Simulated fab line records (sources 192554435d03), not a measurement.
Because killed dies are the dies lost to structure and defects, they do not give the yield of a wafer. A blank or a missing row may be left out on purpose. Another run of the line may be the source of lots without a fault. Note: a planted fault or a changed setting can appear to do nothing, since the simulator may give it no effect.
Chamber matching | flow n5-finfet | N5_BEOL_M11_STRIP_36 on rie-diel-02 has 4 sister chambers
The step strips in N2/H2. 8 wafers are shown with their chamber, then 7 later ones without.

## WAFERS PAIRED WITH THEIR CHAMBERS
wafer  | chamber | showerhead-plenum-p-Torr (Torr) | drypump-motor-current-A (A)
L074.5 | 2       | 2.69                            | 5.8
L074.6 | 3       | 2.50                            | 5.7
L076.4 | 3       | 2.49                            | 5.7
L089.2 | 1       | 2.47                            | 5.1
L089.5 | 0       | 2.51                            | 5.7
L089.6 | 1       | 2.47                            | 5.1
L092.1 | 2       | 2.68                            | 5.9
L092.4 | 0       | 2.51                            | 5.8

## WAFERS MISSING THEIR CHAMBER
wafer  | showerhead-plenum-p-Torr (Torr) | drypump-motor-current-A (A)
L092.6 | 2.51                            | 5.8
L093.1 | 2.48                            | 5.7
L093.2 | 2.46                            | 5.1
L093.4 | 2.51                            | 5.7
L095.3 | 2.48                            | 5.7
L095.5 | 2.46                            | 5.1
L095.6 | 2.48                            | 5.7

## EACH ONE'S CHAMBER
wafer  | from the rows above | in truth
L092.6 | 0                   | 0
L093.1 | 3                   | 3
L093.2 | 1                   | 1
L093.4 | 0                   | 0
L095.3 | 3                   | 3
L095.5 | 1                   | 1
L095.6 | 3                   | 3
Correctly placed: 7 of 7. Number that these rows cannot place: 0. Wrongly placed: 0.
How it was worked out, from the rows above alone: a wafer's distance from a chamber is the root of the sum, over the readings, of the square of ((its reading less the chamber's mean) divided by the reading's scatter). The wafer belongs to the nearest chamber; if the next one is less than 2 further off, it can't be placed. A chamber's mean is the mean of its shown wafers. The scatter: take each reading less its chamber's mean, square it, sum over the shown wafers, divide by the number of wafers less the number of chambers, and take the root.
